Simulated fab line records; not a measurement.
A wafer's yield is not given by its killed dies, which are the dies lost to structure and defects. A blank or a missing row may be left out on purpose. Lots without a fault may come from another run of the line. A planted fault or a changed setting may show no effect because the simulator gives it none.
What tool caused it? | flow n5 finfet | 9 lots with 27 wafers sampled at 7 steps, on a route of 1938 steps

## WHAT THE GAUGES READ, wafer by wafer
N5_BEOL_M3_THK_MEAS_53: measures by xrf. Usual: M3_THK gives 40.4 nm (standard deviation 1.4).
lot  | measured     | on            | M3_THK (nm)     | flag
L693 | day 8 09:31  | film metro-01 | 40.2 41.8 42.5  |
L694 | day 8 14:00  | film metro-02 | 40.7 35.7 41.8  |
L699 | day 10 01:40 | film metro-01 | 37.9 37.5 41.8  |
L701 | day 10 09:38 | film metro-02 | 40.3 43.0 39.3  |
L711 | day 13 06:10 | film metro-02 | 40.3 40.1 157.4 | OFF
L712 | day 13 07:56 | film metro-01 | 41.3 150.8 42.0 | OFF
L714 | day 13 20:19 | film metro-01 | 37.2 40.7 39.5  |
L715 | day 13 22:37 | film metro-02 | 39.5 39.1 39.8  |
L716 | day 14 07:25 | film metro-02 | 40.0 39.7 40.6  |

N5_BEOL_M3_INSPECT_59: inspects for defects (darkfield). Usual: raw defect count 72, standard deviation 22.
lot  | measured     | on                | raw defect count | flag
L693 | day 8 09:50  | defect inspect-01 | 94 50 72         |
L694 | day 8 14:22  | defect inspect-01 | 58 71 59         |
L699 | day 10 01:58 | defect inspect-01 | 64 79 49         |
L701 | day 10 09:55 | defect inspect-02 | 92 68 37         |
L711 | day 13 06:31 | defect inspect-01 | 58 65 5175       | OFF
L712 | day 13 08:14 | defect inspect-01 | 51 4996 63       | OFF
L714 | day 13 20:36 | defect inspect-01 | 90 76 92         |
L715 | day 13 22:54 | defect inspect-01 | 125 84 104       |
L716 | day 14 07:43 | defect inspect-02 | 69 55 22         |

N5_BEOL_M4_RC_MEAS_101. Usual: DIBL_N 36.1 mV/V, standard deviation 1.6; DIBL_P 35.8 mV/V, standard deviation 2; IOFF_N 0.157 nA/um, standard deviation 0.029; IOFF_P 0.21 nA/um, standard deviation 0.034; ION_N 677 uA/um, standard deviation 13; ION_P 465 uA/um, standard deviation 8.1; SS_N 71.3 mV/dec, standard deviation 0.61; SS_P 73.2 mV/dec, standard deviation 0.65; VT_N 249 mV, standard deviation 3.3; VT_P -250 mV, standard deviation 3.2.
lot  | measured     | on        | DIBL_N (mV/V)  | DIBL_P (mV/V)  | IOFF_N (nA/um)    | IOFF_P (nA/um) | ION_N (uA/um) | ION_P (uA/um) | SS_N (mV/dec)  | SS_P (mV/dec)  | VT_N (mV)   | VT_P (mV)      | flag
L693 | day 9 13:23  | prober-02 | 37.6 35.0 36.7 | 37.7 34.2 37.0 | 0.208 0.148 0.181 | 0.24 0.19 0.23 | 694 678 676   | 467 468 460   | 71.5 71.5 71.1 | 74.4 73.2 73.8 | 245 247 247 | -250 -250 -248 |
L694 | day 9 16:58  | prober-02 | 36.0 39.0 35.8 | 33.8 39.3 34.8 | 0.128 0.195 0.135 | 0.19 0.27 0.20 | 644 685 658   | 452 472 451   | 70.7 71.7 71.0 | 72.8 73.7 73.5 | 254 249 253 | -255 -247 -252 |
L699 | day 11 00:16 | prober-01 | 34.5 35.3 35.4 | 34.7 34.3 34.9 | 0.136 0.138 0.137 | 0.18 0.16 0.17 | 683 655 667   | 459 444 452   | 70.8 71.7 71.6 | 73.2 73.0 72.5 | 250 251 249 | -252 -254 -254 |
L701 | day 11 04:52 | prober-01 | 35.7 36.1 36.9 | 34.9 36.7 36.5 | 0.159 0.173 0.179 | 0.24 0.28 0.27 | 678 685 678   | 474 478 478   | 70.0 70.5 71.5 | 72.7 73.2 73.3 | 251 250 248 | -242 -245 -244 |
L711 | day 14 01:10 | prober-01 | 34.8 35.3      | 34.1 34.8      | 0.139 0.144       | 0.19 0.19      | 680 671       | 466 457       | 70.9 70.9      | 72.9 72.8      | 250 251     | -251 -251      |
L712 | day 14 03:41 | prober-01 | 36.5 34.0      | 35.9 34.3      | 0.157 0.127       | 0.23 0.20      | 671 683       | 466 477       | 71.4 71.1      | 72.8 72.5      | 248 251     | -249 -251      |
L714 | day 14 09:38 | prober-02 | 36.3 34.6 37.7 | 36.8 35.0 38.3 | 0.149 0.125 0.171 | 0.21 0.17 0.22 | 681 665 680   | 467 463 469   | 71.3 71.1 71.8 | 72.9 73.0 73.6 | 248 251 250 | -253 -256 -250 |
L715 | day 14 13:03 | prober-02 | 37.0 38.2 36.7 | 38.1 39.0 37.3 | 0.190 0.210 0.182 | 0.24 0.25 0.23 | 696 696 685   | 478 474 468   | 70.9 71.6 71.7 | 74.2 73.7 73.2 | 244 242 248 | -249 -248 -246 |
L716 | day 15 06:53 | prober-02 | 37.4 37.5 36.9 | 38.5 37.4 37.8 | 0.181 0.181 0.172 | 0.25 0.24 0.24 | 683 694 696   | 464 476 480   | 72.0 72.1 71.8 | 73.1 73.9 73.8 | 248 246 249 | -249 -248 -249 |

## EACH LOT AND THE TOOL THAT RAN IT (in order: tool; ch and the chambers of the sampled wafers; start)
lot  | N5_BEOL_M3_SPUTTER_79        | N5_BEOL_M3_ANNEAL_89         | N5_BEOL_M3_SPUTTER_94        | N5_BEOL_M3_CMP_52
L693 | pvd sputter-03, day 8 07:11  | pvd sputter-03, day 8 07:56  | pvd sputter-03, day 8 08:31  | cmp-04 ch 0,3, day 8 09:13
L694 | pvd sputter-01, day 8 11:29  | pvd sputter-01, day 8 12:14  | pvd sputter-01, day 8 12:49  | cmp-04 ch 1,2,3, day 8 13:44
L699 | pvd sputter-03, day 9 23:14  | pvd sputter-03, day 10 00:01 | pvd sputter-03, day 10 00:35 | cmp-02 ch 0,2,3, day 10 01:25
L701 | pvd sputter-03, day 10 07:18 | pvd sputter-03, day 10 08:02 | pvd sputter-03, day 10 08:37 | cmp-04 ch 1,2,3, day 10 09:25
L711 | pvd sputter-02, day 13 03:50 | pvd sputter-02, day 13 04:35 | pvd sputter-02, day 13 05:10 | cmp-04 ch 0,2,3, day 13 05:57
L712 | pvd sputter-03, day 13 05:36 | pvd sputter-03, day 13 06:20 | pvd sputter-03, day 13 06:55 | cmp-04 ch 1,3, day 13 07:39
L714 | pvd sputter-03, day 13 17:59 | pvd sputter-03, day 13 18:44 | pvd sputter-03, day 13 19:19 | cmp-02 ch 1,2,3, day 13 20:01
L715 | pvd sputter-01, day 13 20:16 | pvd sputter-01, day 13 21:00 | pvd sputter-01, day 13 21:35 | cmp-03 ch 1,2,3, day 13 22:22
L716 | pvd sputter-01, day 14 05:04 | pvd sputter-01, day 14 05:49 | pvd sputter-01, day 14 06:23 | cmp-02 ch 1,2,3, day 14 07:10
- N5_BEOL_M3_SPUTTER_79: material Cu, target thk 4.5 nm, time 8.29 s.
- N5_BEOL_M3_ANNEAL_89: time 240 s.
- N5_BEOL_M3_SPUTTER_94: material Cu, target thk 4.5 nm, time 8.29 s.
- N5_BEOL_M3_CMP_52: polishes, stops on SiOC, t overpolish 6.8 s, target thk 40 nm.

## AS READ BY THE TOOLS THEMSELVES (means over the sampled wafers that have a number; for cases with no such wafer, the mark the record gives instead)
N5_BEOL_M3_SPUTTER_79. Usual: throttle valve pct 30.2 %, standard deviation 1.5.
lot  | tool           | throttle valve pct (%) | flag
L693 | pvd sputter-03 | 29.1                   |
L694 | pvd sputter-01 | 32.0                   |
L699 | pvd sputter-03 | 29.7                   |
L701 | pvd sputter-03 | 29.5                   |
L711 | pvd sputter-02 | 30.2                   |
L712 | pvd sputter-03 | 29.6                   |
L714 | pvd sputter-03 | 29.5                   |
L715 | pvd sputter-01 | 30.4                   |
L716 | pvd sputter-01 | 31.9                   |

N5_BEOL_M3_ANNEAL_89. Usual: heater power w 800 W, standard deviation 90.
lot  | tool           | heater power w (W) | flag
L693 | pvd sputter-03 | 805                |
L694 | pvd sputter-01 | 731                |
L699 | pvd sputter-03 | 778                |
L701 | pvd sputter-03 | 776                |
L711 | pvd sputter-02 | 782                |
L712 | pvd sputter-03 | 788                |
L714 | pvd sputter-03 | 771                |
L715 | pvd sputter-01 | 782                |
L716 | pvd sputter-01 | 918                |

N5_BEOL_M3_SPUTTER_94. Usual: throttle valve pct 30.2 %, standard deviation 1.5.
lot  | tool           | throttle valve pct (%) | flag
L693 | pvd sputter-03 | 29.1                   |
L694 | pvd sputter-01 | 31.9                   |
L699 | pvd sputter-03 | 29.5                   |
L701 | pvd sputter-03 | 29.5                   |
L711 | pvd sputter-02 | 30.0                   |
L712 | pvd sputter-03 | 29.6                   |
L714 | pvd sputter-03 | 29.7                   |
L715 | pvd sputter-01 | 30.5                   |
L716 | pvd sputter-01 | 32.0                   |

N5_BEOL_M3_CMP_52. Usual: barrier field endpoint s 24.5 s, standard deviation 0.67; motor current A 6.0 A, standard deviation 0.53; overpolish run s 6.801 s, standard deviation 0.009; slurry filter dp kPa 13.50 kPa, standard deviation 0.13; time to endpoint s 62 s, standard deviation 3.3.
lot  | tool   | barrier field endpoint s (s) | motor current A (A) | overpolish run s (s) | slurry filter dp kPa (kPa) | time to endpoint s (s) | flag
L693 | cmp-04 | 25.0                         | 6.0                 | 6.808                | 13.59                      | 66                     |
L694 | cmp-04 | 24.3                         | 5.9                 | 6.801                | 13.54                      | 61                     |
L699 | cmp-02 | 23.8                         | 6.4                 | 6.797                | 13.64                      | 56                     |
L701 | cmp-04 | 24.7                         | 6.2                 | 6.809                | 13.45                      | 63                     |
L711 | cmp-04 | 29.9                         | 5.9                 | 4.550                | 13.73                      | 70                     | OFF
L712 | cmp-04 | 30.3                         | 5.9                 | 4.546                | 13.62                      | 71                     | OFF
L714 | cmp-02 | 24.2                         | 6.0                 | 6.796                | 13.40                      | 61                     |
L715 | cmp-03 | 24.7                         | 5.9                 | 6.803                | 13.53                      | 64                     |
L716 | cmp-02 | 25.3                         | 6.1                 | 6.808                | 13.59                      | 62                     |

## THE ANSWER, worked out from the rows above alone
Rule: lot off if the mean of its wafers having a number is beyond 3 standard deviations from the usual mean. A lot without any number at a reading at which 4 lots or more have one is off too. The other lots that the step has rows for count as sound. After the gauges, taken in route order, come the tools' own readings; for these a lot's mean is taken, as printed above. The first step at which some lot is off is used, and at that step the reading that is off furthest; a lot without a number counts as furthest.
Off: L711, L712, at N5_BEOL_M3_THK_MEAS_53 (M3_THK).
A tool fits if, at a process step before that reading, it ran every lot that is off, and no sound lot after the first of them. The gauges at N5_BEOL_M3_THK_MEAS_53 aren't tried: what is off there is off at N5_BEOL_M3_INSPECT_59 too, on other tools, and a gauge's error can't cause that. One candidate fits, namely cmp-04 at N5_BEOL_M3_CMP_52. A fault onset in the window from L701 (day 10 09:25, its last sound lot) to L711 (day 13 05:57, its first lot off) fits.
The tool's own readings at N5_BEOL_M3_CMP_52 bear it out: on the lots that are off they differ by more than 5 times the standard deviation of the sound lots' means. barrier field endpoint s reads 30.1 s there against 24.6 s on the sound lots; overpolish run s reads 4.548 s there against 6.803 s on the sound lots.

## WHAT HAD BEEN PUT IN BY THE SIMULATOR
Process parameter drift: cmp-04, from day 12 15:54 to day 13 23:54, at N5_BEOL_M3_CMP_52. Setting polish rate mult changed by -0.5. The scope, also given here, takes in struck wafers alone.
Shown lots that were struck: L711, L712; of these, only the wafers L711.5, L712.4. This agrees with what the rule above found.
